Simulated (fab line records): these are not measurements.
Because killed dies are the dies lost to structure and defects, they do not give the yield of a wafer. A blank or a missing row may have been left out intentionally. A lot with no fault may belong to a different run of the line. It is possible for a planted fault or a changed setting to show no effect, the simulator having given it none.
fab line records :: flow n5Finfet :: part 2 of 2: steps 22 to 30 of 30
record
  lots=5
  wafers=15
  lastDay=15
route steps=1938 shown BEOL_M8@1371
lots with no fault: from the same line, run without faults
startH: the number of hours between the record's first day and the start of the first shown wafer of the lot :: waitH: time in hours since the lot's previous step :: " as in the row above :: L1.1+2: a row that stands for several wafers :: - no value, or no start given :: * or withheld: withheld :: < > ~ a bound
route shown NAME@n: NAME is a module with steps in the file, n the number in the route of the first one :: usual: average and standard deviation across the fault-free wafers :: same: alike in all rows :: chamber/n: place in a boat :: sites: the reading at each site :: _std_site: the values' standard deviation :: _edge_site: inner sites' mean taken away from outer sites' mean :: radiusMm: how far each site lies from the wafer's centre :: mask NAME#n: copy n :: behind: the most recent tool/chamber to have shaped the wafer :: hold: what put the lot on hold/how long, in hours/how the hold closed :: device: the transistor (n, p or np) that didn't switch :: end of line: the route-end tests of the same wafers :: for a step that has no rows: nothing shown but its recipe :: killed: at the first sort, the dies lost to defects and structure; wafer yield is something else :: map: a wafer's dies, x killed, . not, _ none there
set.NAME: the setting as run; set.NAME@STEP: as run at that earlier step :: model.NAME: the simulator's own value behind a step, which no gauge read
lots at selected steps of the route; one table per step, one row per wafer
services: from which hour (startH, from the record's first day; less than 0 if before it) a tool's chamber was out of use, for how many hours, and why
## steps
# step N5_BEOL_M8_SPUTTER_48
# recipe
  material=Cu
  targetThkA=100
  tempC=-20
  biasV=60
  powerW=26000
  chamberPressurePa=0.13
  timeS=1.667
# usual
  susceptorTempC=-20.01/0.1
  throttleValvePct=30.0/1.3
lot.wafer: L074.4
tool: pvdSputter-03
chamber: -
startH: 201.54
waitH: 0.4
susceptorTempC: -19.92
throttleValvePct: 28.4

lot.wafer: L074.5
tool: pvdSputter-03
chamber: -
startH: 201.54
waitH: 0.4
susceptorTempC: -20.04
throttleValvePct: 28.8

lot.wafer: L074.6
tool: pvdSputter-03
chamber: -
startH: 201.54
waitH: 0.4
susceptorTempC: -20.03
throttleValvePct: 28.5

lot.wafer: L081.2
tool: pvdSputter-02
chamber: -
startH: 247.65
waitH: 0.1
susceptorTempC: -19.98
throttleValvePct: 30.9

lot.wafer: L081.4
tool: pvdSputter-02
chamber: -
startH: 247.65
waitH: 0.1
susceptorTempC: -19.93
throttleValvePct: 30.8

lot.wafer: L081.6
tool: pvdSputter-02
chamber: -
startH: 247.65
waitH: 0.1
susceptorTempC: -20.07
throttleValvePct: 30.7

lot.wafer: L083.1
tool: pvdSputter-02
chamber: -
startH: 257.45
waitH: 0.2
susceptorTempC: -20.14
throttleValvePct: 31.1

lot.wafer: L083.4
tool: pvdSputter-02
chamber: -
startH: 257.45
waitH: 0.2
susceptorTempC: -19.86
throttleValvePct: 31.1

lot.wafer: L083.5
tool: pvdSputter-02
chamber: -
startH: 257.45
waitH: 0.2
susceptorTempC: -20.13
throttleValvePct: 31.1

lot.wafer: L084.2
tool: pvdSputter-01
chamber: -
startH: 284.24
waitH: 1.2
susceptorTempC: -20.06
throttleValvePct: 28.8

lot.wafer: L084.3
tool: pvdSputter-01
chamber: -
startH: 284.24
waitH: 1.2
susceptorTempC: -20.21
throttleValvePct: 27.9

lot.wafer: L084.4
tool: pvdSputter-01
chamber: -
startH: 284.24
waitH: 1.2
susceptorTempC: -19.79
throttleValvePct: 31.7

lot.wafer: L085.1
tool: pvdSputter-01
chamber: -
startH: 285.70
waitH: 0.1
susceptorTempC: -20.04
throttleValvePct: 30.4

lot.wafer: L085.5
tool: pvdSputter-01
chamber: -
startH: 285.70
waitH: 0.1
susceptorTempC: -20.05
throttleValvePct: 31.8

lot.wafer: L085.6
tool: pvdSputter-01
chamber: -
startH: 285.70
waitH: 0.1
susceptorTempC: -19.97
throttleValvePct: 29.0
# step N5_BEOL_M8_ECD_50
# recipe
  material=Cu
  targetThkA=3000
lot.wafer: L074.4+5+6
tool: ecdCu-02
chamber: 1,1,0
startH: 201.68
waitH: 0.1

lot.wafer: L081.2+4+6
tool: ecdCu-02
chamber: 1,0,1
startH: 247.76
waitH: 0.1

lot.wafer: L083.1+4+5
tool: ecdCu-01
chamber: 0
startH: 257.57
waitH: 0.1

lot.wafer: L084.2+3+4
tool: ecdCu-02
chamber: 1,1,0
startH: 284.36
waitH: 0.1

lot.wafer: L085.1+5+6
tool: ecdCu-01
chamber: 1,1,0
startH: 285.82
waitH: 0.1
# step N5_BEOL_M8_ANNEAL_51
# recipe
  tempC=225
  timeS=90
  ambient=N2
# usual
  wafer_temp_C_max=226.10/0.27
lot.wafer: L074.4
tool: rtpAnneal-01
chamber: 0
startH: 201.89
waitH: 0.2
wafer_temp_C_max: 226.03

lot.wafer: L074.5
tool: rtpAnneal-01
chamber: 0
startH: 201.89
waitH: 0.2
wafer_temp_C_max: 226.20

lot.wafer: L074.6
tool: rtpAnneal-01
chamber: 0
startH: 201.89
waitH: 0.2
wafer_temp_C_max: 225.81

lot.wafer: L081.2
tool: rtpAnneal-01
chamber: 0
startH: 247.90
waitH: 0.1
wafer_temp_C_max: 226.34

lot.wafer: L081.4
tool: rtpAnneal-01
chamber: 0
startH: 247.90
waitH: 0.1
wafer_temp_C_max: 226.62

lot.wafer: L081.6
tool: rtpAnneal-01
chamber: 0
startH: 247.90
waitH: 0.1
wafer_temp_C_max: 226.12

lot.wafer: L083.1
tool: rtpAnneal-02
chamber: 0
startH: 257.66
waitH: 0.1
wafer_temp_C_max: 225.92

lot.wafer: L083.4
tool: rtpAnneal-02
chamber: 0
startH: 257.66
waitH: 0.1
wafer_temp_C_max: 226.06

lot.wafer: L083.5
tool: rtpAnneal-02
chamber: 0
startH: 257.66
waitH: 0.1
wafer_temp_C_max: 226.25

lot.wafer: L084.2
tool: rtpAnneal-01
chamber: 0
startH: 284.50
waitH: 0.1
wafer_temp_C_max: 225.90

lot.wafer: L084.3
tool: rtpAnneal-01
chamber: 0
startH: 284.50
waitH: 0.1
wafer_temp_C_max: 226.07

lot.wafer: L084.4
tool: rtpAnneal-01
chamber: 0
startH: 284.50
waitH: 0.1
wafer_temp_C_max: 225.94

lot.wafer: L085.1
tool: rtpAnneal-02
chamber: 0
startH: 285.91
waitH: 0.1
wafer_temp_C_max: 225.89

lot.wafer: L085.5
tool: rtpAnneal-02
chamber: 0
startH: 285.91
waitH: 0.1
wafer_temp_C_max: 225.93

lot.wafer: L085.6
tool: rtpAnneal-02
chamber: 0
startH: 285.91
waitH: 0.1
wafer_temp_C_max: 226.58
# step N5_BEOL_M8_CMP_52
# recipe
  stopOn=SiCOH_lowk
  tOverpolishS=6.9
  downForcePsi=1
  platenRpm=50
  clearingPlatenDownForcePsi=1.5
  clearingPlatenRpm=50
  postCmpClean=cuAlkaline
  targetThkNm=80
  clearingPlatenPadVelocityMS=0.99484
  padVelocityMS=0.99484
# usual
  barrierFieldEndpointS=28.7/0.81
  motorCurrentA=6.2/0.58
  overpolishRunS=6.900/0.0095
  timeToEndpointS=62/3.5
lot.wafer: L074.4
tool: cmp-03
chamber: 1
startH: 202.09
waitH: 0.2
barrierFieldEndpointS: 29.2
motorCurrentA: 5.5
overpolishRunS: 6.907
timeToEndpointS: 66

lot.wafer: L074.5
tool: cmp-03
chamber: 0
startH: 202.09
waitH: 0.2
barrierFieldEndpointS: 28.4
motorCurrentA: 6.9
overpolishRunS: 6.905
timeToEndpointS: 61

lot.wafer: L074.6
tool: cmp-03
chamber: 1
startH: 202.09
waitH: 0.2
barrierFieldEndpointS: 29.8
motorCurrentA: 6.0
overpolishRunS: 6.882
timeToEndpointS: 68

lot.wafer: L081.4
tool: cmp-02
chamber: 0
startH: 248.19
waitH: 0.2
barrierFieldEndpointS: 29.2
motorCurrentA: 5.8
overpolishRunS: 6.923
timeToEndpointS: 65

lot.wafer: L081.2
tool: cmp-02
chamber: 2
startH: 248.19
waitH: 0.2
barrierFieldEndpointS: 28.0
motorCurrentA: 6.3
overpolishRunS: 6.911
timeToEndpointS: 63

lot.wafer: L081.6
tool: cmp-02
chamber: 0
startH: 248.19
waitH: 0.2
barrierFieldEndpointS: 28.7
motorCurrentA: 5.7
overpolishRunS: 6.902
timeToEndpointS: 63

lot.wafer: L083.4
tool: cmp-01
chamber: 3
startH: 258.00
waitH: 0.2
barrierFieldEndpointS: 30.1
motorCurrentA: 6.5
overpolishRunS: 6.903
timeToEndpointS: 65

lot.wafer: L083.1
tool: cmp-01
chamber: 1
startH: 258.00
waitH: 0.2
barrierFieldEndpointS: 28.0
motorCurrentA: 6.5
overpolishRunS: 6.886
timeToEndpointS: 59

lot.wafer: L083.5
tool: cmp-01
chamber: 2
startH: 258.00
waitH: 0.2
barrierFieldEndpointS: 28.7
motorCurrentA: 6.2
overpolishRunS: 6.904
timeToEndpointS: 60

lot.wafer: L084.3
tool: cmp-03
chamber: 1
startH: 284.75
waitH: 0.2
barrierFieldEndpointS: 29.4
motorCurrentA: 5.6
overpolishRunS: 6.906
timeToEndpointS: 66

lot.wafer: L084.4
tool: cmp-03
chamber: 2
startH: 284.75
waitH: 0.2
barrierFieldEndpointS: 28.6
motorCurrentA: 5.8
overpolishRunS: 6.904
timeToEndpointS: 66

lot.wafer: L084.2
tool: cmp-03
chamber: 3
startH: 284.75
waitH: 0.2
barrierFieldEndpointS: 28.5
motorCurrentA: 5.2
overpolishRunS: 6.891
timeToEndpointS: 63

lot.wafer: L085.1
tool: cmp-02
chamber: 1
startH: 286.29
waitH: 0.3
barrierFieldEndpointS: 27.4
motorCurrentA: 6.0
overpolishRunS: 6.893
timeToEndpointS: 58

lot.wafer: L085.5
tool: cmp-02
chamber: 3
startH: 286.29
waitH: 0.3
barrierFieldEndpointS: 27.9
motorCurrentA: 6.6
overpolishRunS: 6.894
timeToEndpointS: 59

lot.wafer: L085.6
tool: cmp-02
chamber: 0
startH: 286.29
waitH: 0.3
barrierFieldEndpointS: 28.4
motorCurrentA: 5.6
overpolishRunS: 6.905
timeToEndpointS: 62
# step N5_BEOL_M8_THK_MEAS_53
# recipe
  thkMeasGauge=xrf
  reads=Cu_of_BEOL_M8_ECD_50
# usual
  M8_THK=79.1/1.8
lot.wafer: L074.4
tool: filmMetro-01
chamber: -
startH: 202.35
waitH: -
M8_THK[nm]: 78.2

lot.wafer: L074.5
tool: filmMetro-01
chamber: -
startH: 202.35
waitH: -
M8_THK[nm]: 77.1

lot.wafer: L074.6
tool: filmMetro-01
chamber: -
startH: 202.35
waitH: -
M8_THK[nm]: 78.0

lot.wafer: L081.2
tool: filmMetro-01
chamber: -
startH: 248.45
waitH: -
M8_THK[nm]: 81.5

lot.wafer: L081.4
tool: filmMetro-01
chamber: -
startH: 248.45
waitH: -
M8_THK[nm]: 79.7

lot.wafer: L081.6
tool: filmMetro-01
chamber: -
startH: 248.45
waitH: -
M8_THK[nm]: 83.6

lot.wafer: L083.1
tool: filmMetro-02
chamber: -
startH: 258.26
waitH: -
M8_THK[nm]: 77.1

lot.wafer: L083.4
tool: filmMetro-02
chamber: -
startH: 258.26
waitH: -
M8_THK[nm]: 78.4

lot.wafer: L083.5
tool: filmMetro-02
chamber: -
startH: 258.26
waitH: -
M8_THK[nm]: 77.1

lot.wafer: L084.2
tool: filmMetro-01
chamber: -
startH: 285.04
waitH: -
M8_THK[nm]: 79.1

lot.wafer: L084.3
tool: filmMetro-01
chamber: -
startH: 285.04
waitH: -
M8_THK[nm]: 79.7

lot.wafer: L084.4
tool: filmMetro-01
chamber: -
startH: 285.04
waitH: -
M8_THK[nm]: 78.0

lot.wafer: L085.1
tool: filmMetro-01
chamber: -
startH: 286.50
waitH: -
M8_THK[nm]: 77.5

lot.wafer: L085.5
tool: filmMetro-01
chamber: -
startH: 286.50
waitH: -
M8_THK[nm]: 78.1

lot.wafer: L085.6
tool: filmMetro-01
chamber: -
startH: 286.50
waitH: -
M8_THK[nm]: 78.1
# step N5_BEOL_M8_PRE_CLEAN_55
# recipe
  gas=NH3
  timeS=15
  tempC=withheld
  rfPowerW=300
lot.wafer: L074.4
tool: pecvd-02
chamber: 1
startH: 202.39
waitH: 0.0
sinceWetCleanH: -

lot.wafer: L074.5
tool: pecvd-02
chamber: 2
startH: 202.39
waitH: 0.0
sinceWetCleanH: -

lot.wafer: L074.6
tool: pecvd-02
chamber: 0
startH: 202.39
waitH: 0.0
sinceWetCleanH: -

lot.wafer: L081.2
tool: pecvd-01
chamber: 1
startH: 248.49
waitH: 0.0
sinceWetCleanH: 1859

lot.wafer: L081.4
tool: pecvd-01
chamber: 0
startH: 248.49
waitH: 0.0
sinceWetCleanH: -

lot.wafer: L081.6
tool: pecvd-01
chamber: 1
startH: 248.49
waitH: 0.0
sinceWetCleanH: -

lot.wafer: L083.1
tool: pecvd-02
chamber: 1
startH: 258.29
waitH: 0.0
sinceWetCleanH: 2050

lot.wafer: L083.4
tool: pecvd-02
chamber: 2
startH: 258.29
waitH: 0.0
sinceWetCleanH: -

lot.wafer: L083.5
tool: pecvd-02
chamber: 1
startH: 258.29
waitH: 0.0
sinceWetCleanH: -

lot.wafer: L084.2
tool: pecvd-01
chamber: 2
startH: 285.08
waitH: 0.0
sinceWetCleanH: 211

lot.wafer: L084.3
tool: pecvd-01
chamber: 2
startH: 285.08
waitH: 0.0
sinceWetCleanH: -

lot.wafer: L084.4
tool: pecvd-01
chamber: 1
startH: 285.08
waitH: 0.0
sinceWetCleanH: -

lot.wafer: L085.1
tool: pecvd-01
chamber: 2
startH: 286.54
waitH: 0.0
sinceWetCleanH: 213

lot.wafer: L085.5
tool: pecvd-01
chamber: 1
startH: 286.54
waitH: 0.0
sinceWetCleanH: -

lot.wafer: L085.6
tool: pecvd-01
chamber: 2
startH: 286.54
waitH: 0.0
sinceWetCleanH: -
# step N5_BEOL_M8_DEP_56
# recipe
  material=SiCN
  targetThkA=100
  tempC=withheld
  precursor=3MS/NH3
  pressureTorr=3
  rfW=202
  timeS=17.5
# usual
  showerheadPlenumPTorr=3.668/0.013
  throttleValvePct=9.0/0.49
lot.wafer: L074.4
tool: pecvd-02
chamber: 1
startH: 202.42
waitH: 0.0
showerheadPlenumPTorr: 3.669
sinceWetCleanH: -
throttleValvePct: 9.8

lot.wafer: L074.5
tool: pecvd-02
chamber: 2
startH: 202.42
waitH: 0.0
showerheadPlenumPTorr: 3.660
sinceWetCleanH: -
throttleValvePct: 9.1

lot.wafer: L074.6
tool: pecvd-02
chamber: 0
startH: 202.42
waitH: 0.0
showerheadPlenumPTorr: 3.668
sinceWetCleanH: -
throttleValvePct: 8.9

lot.wafer: L081.2
tool: pecvd-01
chamber: 1
startH: 248.52
waitH: 0.0
showerheadPlenumPTorr: 3.684
sinceWetCleanH: 1859
throttleValvePct: 9.0

lot.wafer: L081.4
tool: pecvd-01
chamber: 0
startH: 248.52
waitH: 0.0
showerheadPlenumPTorr: 3.664
sinceWetCleanH: -
throttleValvePct: 9.7

lot.wafer: L081.6
tool: pecvd-01
chamber: 1
startH: 248.52
waitH: 0.0
showerheadPlenumPTorr: 3.683
sinceWetCleanH: -
throttleValvePct: 9.0

lot.wafer: L083.1
tool: pecvd-02
chamber: 1
startH: 258.32
waitH: 0.0
showerheadPlenumPTorr: 3.675
sinceWetCleanH: 2050
throttleValvePct: 9.7

lot.wafer: L083.4
tool: pecvd-02
chamber: 2
startH: 258.32
waitH: 0.0
showerheadPlenumPTorr: 3.670
sinceWetCleanH: -
throttleValvePct: 8.9

lot.wafer: L083.5
tool: pecvd-02
chamber: 1
startH: 258.32
waitH: 0.0
showerheadPlenumPTorr: 3.674
sinceWetCleanH: -
throttleValvePct: 9.9

lot.wafer: L084.2
tool: pecvd-01
chamber: 2
startH: 285.12
waitH: 0.0
showerheadPlenumPTorr: 3.646
sinceWetCleanH: 211
throttleValvePct: 7.9

lot.wafer: L084.3
tool: pecvd-01
chamber: 2
startH: 285.12
waitH: 0.0
showerheadPlenumPTorr: 3.664
sinceWetCleanH: -
throttleValvePct: 8.4

lot.wafer: L084.4
tool: pecvd-01
chamber: 1
startH: 285.12
waitH: 0.0
showerheadPlenumPTorr: 3.681
sinceWetCleanH: -
throttleValvePct: 9.2

lot.wafer: L085.1
tool: pecvd-01
chamber: 2
startH: 286.58
waitH: 0.0
showerheadPlenumPTorr: 3.664
sinceWetCleanH: 213
throttleValvePct: 8.4

lot.wafer: L085.5
tool: pecvd-01
chamber: 1
startH: 286.58
waitH: 0.0
showerheadPlenumPTorr: 3.688
sinceWetCleanH: -
throttleValvePct: 9.1

lot.wafer: L085.6
tool: pecvd-01
chamber: 2
startH: 286.58
waitH: 0.0
showerheadPlenumPTorr: 3.658
sinceWetCleanH: -
throttleValvePct: 8.3
# step N5_BEOL_M8_RS_MEAS_57
# recipe
  thkMeasGauge=four-point-probe
  reads=Cu_of_BEOL_M8_ECD_50+Co_of_BEOL_M8_CVD_78+TaN_of_BEOL_M8_ALD_77
# usual
  M8_RS=0.290/0.0076
lot.wafer: L074.4
tool: filmMetro-02
chamber: -
startH: 202.48
waitH: 0.0
M8_RS[ohm/sq]: 0.294

lot.wafer: L074.5
tool: filmMetro-02
chamber: -
startH: 202.48
waitH: 0.0
M8_RS[ohm/sq]: 0.300

lot.wafer: L074.6
tool: filmMetro-02
chamber: -
startH: 202.48
waitH: 0.0
M8_RS[ohm/sq]: 0.294

lot.wafer: L081.2
tool: filmMetro-02
chamber: -
startH: 248.61
waitH: 0.1
M8_RS[ohm/sq]: 0.278

lot.wafer: L081.4
tool: filmMetro-02
chamber: -
startH: 248.61
waitH: 0.1
M8_RS[ohm/sq]: 0.285

lot.wafer: L081.6
tool: filmMetro-02
chamber: -
startH: 248.61
waitH: 0.1
M8_RS[ohm/sq]: 0.270

lot.wafer: L083.1
tool: filmMetro-02
chamber: -
startH: 258.39
waitH: 0.1
M8_RS[ohm/sq]: 0.294

lot.wafer: L083.4
tool: filmMetro-02
chamber: -
startH: 258.39
waitH: 0.1
M8_RS[ohm/sq]: 0.289

lot.wafer: L083.5
tool: filmMetro-02
chamber: -
startH: 258.39
waitH: 0.1
M8_RS[ohm/sq]: 0.294

lot.wafer: L084.2
tool: filmMetro-01
chamber: -
startH: 285.21
waitH: 0.1
M8_RS[ohm/sq]: 0.288

lot.wafer: L084.3
tool: filmMetro-01
chamber: -
startH: 285.21
waitH: 0.1
M8_RS[ohm/sq]: 0.287

lot.wafer: L084.4
tool: filmMetro-01
chamber: -
startH: 285.21
waitH: 0.1
M8_RS[ohm/sq]: 0.294

lot.wafer: L085.1
tool: filmMetro-01
chamber: -
startH: 286.67
waitH: 0.1
M8_RS[ohm/sq]: 0.297

lot.wafer: L085.5
tool: filmMetro-01
chamber: -
startH: 286.67
waitH: 0.1
M8_RS[ohm/sq]: 0.294

lot.wafer: L085.6
tool: filmMetro-01
chamber: -
startH: 286.67
waitH: 0.1
M8_RS[ohm/sq]: 0.295
# step N5_BEOL_M8_INSPECT_58
# recipe
  inspectInstrument=darkfield
  mode=postDep
# usual
  rawDefectCount=76/24
lot.wafer: L074.4
tool: defectInspect-02
chamber: -
startH: 202.50
waitH: 0.0
rawDefectCount: 70

lot.wafer: L074.5
tool: defectInspect-02
chamber: -
startH: 202.50
waitH: 0.0
rawDefectCount: 83

lot.wafer: L074.6
tool: defectInspect-02
chamber: -
startH: 202.50
waitH: 0.0
rawDefectCount: 86

lot.wafer: L081.2
tool: defectInspect-01
chamber: -
startH: 248.64
waitH: 0.0
rawDefectCount: 53

lot.wafer: L081.4
tool: defectInspect-01
chamber: -
startH: 248.64
waitH: 0.0
rawDefectCount: 85

lot.wafer: L081.6
tool: defectInspect-01
chamber: -
startH: 248.64
waitH: 0.0
rawDefectCount: 65

lot.wafer: L083.1
tool: defectInspect-02
chamber: -
startH: 258.41
waitH: 0.0
rawDefectCount: 59

lot.wafer: L083.4
tool: defectInspect-02
chamber: -
startH: 258.41
waitH: 0.0
rawDefectCount: 48

lot.wafer: L083.5
tool: defectInspect-02
chamber: -
startH: 258.41
waitH: 0.0
rawDefectCount: 77

lot.wafer: L084.2
tool: defectInspect-01
chamber: -
startH: 285.23
waitH: 0.0
rawDefectCount: 69

lot.wafer: L084.3
tool: defectInspect-01
chamber: -
startH: 285.23
waitH: 0.0
rawDefectCount: 44

lot.wafer: L084.4
tool: defectInspect-01
chamber: -
startH: 285.23
waitH: 0.0
rawDefectCount: 68

lot.wafer: L085.1
tool: defectInspect-02
chamber: -
startH: 286.69
waitH: 0.0
rawDefectCount: 57

lot.wafer: L085.5
tool: defectInspect-02
chamber: -
startH: 286.69
waitH: 0.0
rawDefectCount: 83

lot.wafer: L085.6
tool: defectInspect-02
chamber: -
startH: 286.69
waitH: 0.0
rawDefectCount: 70
## services
tool: uvCure-02
chamber: -
startH: 178.60
hours: 20.2
kind: repair

tool: aldMetal-02
chamber: 3
startH: 178.85
hours: 12.1
kind: repair

tool: cmp-03
chamber: -
startH: 183.94
hours: 1.6
kind: repair

tool: ecdCu-02
chamber: -
startH: 184.12
hours: 5.4
kind: pm

tool: pecvd-02
chamber: 1
startH: 189.86
hours: 2.9
kind: repair

tool: pecvd-01
chamber: 2
startH: 194.03
hours: 10.1
kind: repair

tool: aldMetal-01
chamber: 0
startH: 196.31
hours: 3.3
kind: repair

tool: pecvd-01
chamber: -
startH: 196.98
hours: 0.2
kind: repair

tool: cmp-03
chamber: -
startH: 206.66
hours: 7.8
kind: pm

tool: rieDiel-05
chamber: 1
startH: 208.51
hours: 1.2
kind: repair

tool: aldMetal-02
chamber: 3
startH: 209.07
hours: 23.7
kind: repair

tool: cvdCo-02
chamber: -
startH: 209.75
hours: 6.0
kind: pm

tool: aldMetal-01
chamber: 0
startH: 218.92
hours: 26.8
kind: repair

tool: uvCure-02
chamber: -
startH: 220.53
hours: 7.5
kind: pm

tool: wetBench-02
chamber: -
startH: 220.82
hours: 1.0
kind: repair

tool: wetBench-03
chamber: -
startH: 226.66
hours: 1.0
kind: repair

tool: aldMetal-02
chamber: 2
startH: 228.14
hours: 6.6
kind: repair

tool: rieDiel-06
chamber: -
startH: 229.49
hours: 2.8
kind: pm

tool: pecvd-01
chamber: 2
startH: 247.92
hours: 5.4
kind: repair

tool: rieDiel-05
chamber: 1
startH: 251.98
hours: 3.1
kind: repair

tool: cvdCo-02
chamber: -
startH: 258.29
hours: 2.3
kind: repair

tool: cvdCo-02
chamber: -
startH: 276.57
hours: 2.8
kind: pm

tool: pecvd-01
chamber: 0
startH: 278.24
hours: 12.8
kind: repair

tool: pvdSputter-03
chamber: -
startH: 279.46
hours: 4.2
kind: repair
